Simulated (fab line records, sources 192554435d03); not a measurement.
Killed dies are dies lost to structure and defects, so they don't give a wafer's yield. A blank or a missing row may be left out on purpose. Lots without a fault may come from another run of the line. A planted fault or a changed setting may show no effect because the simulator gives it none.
A struck lot beside a sound one | flow n5_finfet | 39 steps out of a route of 1938
Sound: wafers L173.1, L173.4, L173.5. Struck: wafer L161.6. (L161.3, L161.4 of the same lot were not struck and are left out.) The cause comes at the end.
At each step with rows: each side's tool, then ch and its chambers, then its first start. Under that, the readings that differ: sound wafers | struck wafers | difference of the means | sigmas: that difference in standard deviations of wafers without a fault.
alike: readings whose means differ by less than 2 such deviations, and words and numbers that are the same on both sides. not compared: withheld readings, readings that some wafer has no value for, bounds like >300 that may hide the same value, and numbers for which the record gives no deviation and whose values overlap.
The two part at a step that has a row with sigmas, a row that says differs or no value, or rows on one side only. Numbers that don't overlap but have no deviation are shown without sigmas and don't part them. A reading that every wafer of one side lacks parts them only if that side has two wafers or more.

first, 11 steps without rows for these wafers: N5_BEOL_M3_STRIP_65 (strips in N2/H2); N5_BEOL_M3_STRIP_75 (strips in N2/H2); N5_BEOL_M3_STRIP_66 (strips in CF4); N5_BEOL_M3_HM_OPEN_17 (chemistry Cl2/BCl3, target TiN, target depth 20 nm, overetch 6 nm); N5_BEOL_M3_STRIP_19 (strips in O2); N5_BEOL_M3_COAT_67 (time 60 s, resist thk 60 nm); N5_BEOL_M3_COAT_68 (time 60 s, resist thk 12 nm); N5_BEOL_M3_COAT_76 (time 60 s, resist thk 5 nm); N5_BEOL_M3_COAT_22 (resist thk 30 nm); N5_BEOL_M3_EBR_24; N5_BEOL_M3_SOFTBAKE_23 (time 60 s).
N5_BEOL_M3_EXPOSE_25: exposes mask V2, defocus 5 nm.
  sound on euv_scanner-02 ch 0, day 12 17:43; struck on euv_scanner-02 ch 0, day 9 01:59
  alike: mask
then, 2 steps without rows for these wafers: N5_BEOL_M3_PEB_26 (peb time 60 s); N5_BEOL_M3_DEVELOP_27 (develop time 30 s).
N5_BEOL_M3_CD_MEAS_28: target cd 25.7 nm, target cd y 23.3 nm.
  sound on cd_sem-01 ch 0, day 12 17:52; struck on cd_sem-03 ch 0, day 9 02:07
  reading    | sound             | struck | difference | sigmas
  cd_nm (nm) | 25.88 25.56 25.24 | 20.78  | -4.78      | -19
then, 22 steps without rows for these wafers: N5_BEOL_M3_DESCUM_33 (chemistry O2, time 7 s); N5_BEOL_M3_ETCH_77 (etches underlayer in N2/H2, target depth 6.5 nm, time 5.2 s); N5_BEOL_M3_ETCH_69 (etches SiARC in CF4, target depth 15.6 nm, time 26 s); N5_BEOL_M3_ALD_98 (deposits SiO2, target thk 2.5 nm, pulse time 1 s, co reactant pulse time 1 s); N5_BEOL_M3_ETCHBACK_99 (etches SiO2 in CHF3, target depth 5 nm, time 10.4 s); N5_BEOL_M3_ETCH_70 (etches SOC in N2/H2, target depth 80 nm, overetch 16 nm, time 120 s); N5_BEOL_M3_STRIP_71 (strips in N2/H2); N5_BEOL_M3_STRIP_78 (strips in N2/H2); N5_BEOL_M3_VIA_ETCH_34 (etches the open film in C4F6/O2, target depth 69.4 nm, time 65.9 s); N5_BEOL_M3_STRIP_83 (strips in C4F6/O2); N5_BEOL_M3_STRIP_36 (strips in N2/H2); N5_BEOL_M3_TRENCH_ETCH_37 (etches SiOC in C4F6/O2, target depth 55.555 nm, time 29.2 s); N5_BEOL_M3_ETCH_41 (etches SiCN in CH3F/O2, target depth 29.9 nm, time 52.5 s); N5_BEOL_M3_STRIP_97 (strips in N2/H2, time 10 s); N5_BEOL_M3_HM_STRIP_39 (strips TiN in peroxide tin strip, target depth 25 nm, time 158 s); N5_BEOL_M3_SRD_40 (time 30 s); N5_BEOL_M3_PRECLEAN_42 (cleans in residue remover, time 60 s); N5_BEOL_M3_SRD_43 (time 30 s); N5_BEOL_M3_DEGAS_44 (time 60 s); N5_BEOL_M3_PRE_CLEAN_45 (time 30 s); N5_BEOL_M3_ALD_84 (deposits TaN, pulse time 2 s, purge time 3 s, co reactant purge time 2 s); N5_BEOL_M3_SURFACE_TREAT_85.
N5_BEOL_M4_RC_MEAS_101:
  sound on prober-02 ch 0, day 14 00:58; struck on prober-01 ch 0, day 9 19:55
  reading       | sound          | struck | difference | sigmas
  DIBL_N (mV/V) | 36.9 37.4 40.1 | 33.7   | -4.4       | -2
  alike: DIBL_P, IOFF_N, IOFF_P, ION_N, ION_P, SS_N, SS_P, VT_N, VT_P
-- the record jumps here: 5 days lie between the struck wafers' starts before and after (it left off in module BEOL_M4 and takes up again in module PASSIVATION, whose first step shown is number 1936 of the route) --
N5_PASSIVATION_PROBE_49:
  the record has rows for the struck wafers here (prober-02, day 14 14:05) and none for the sound ones

WHERE THEY PART
First at N5_BEOL_M3_CD_MEAS_28; last, within this record, at N5_PASSIVATION_PROBE_49.

WHY: what the simulator had put in
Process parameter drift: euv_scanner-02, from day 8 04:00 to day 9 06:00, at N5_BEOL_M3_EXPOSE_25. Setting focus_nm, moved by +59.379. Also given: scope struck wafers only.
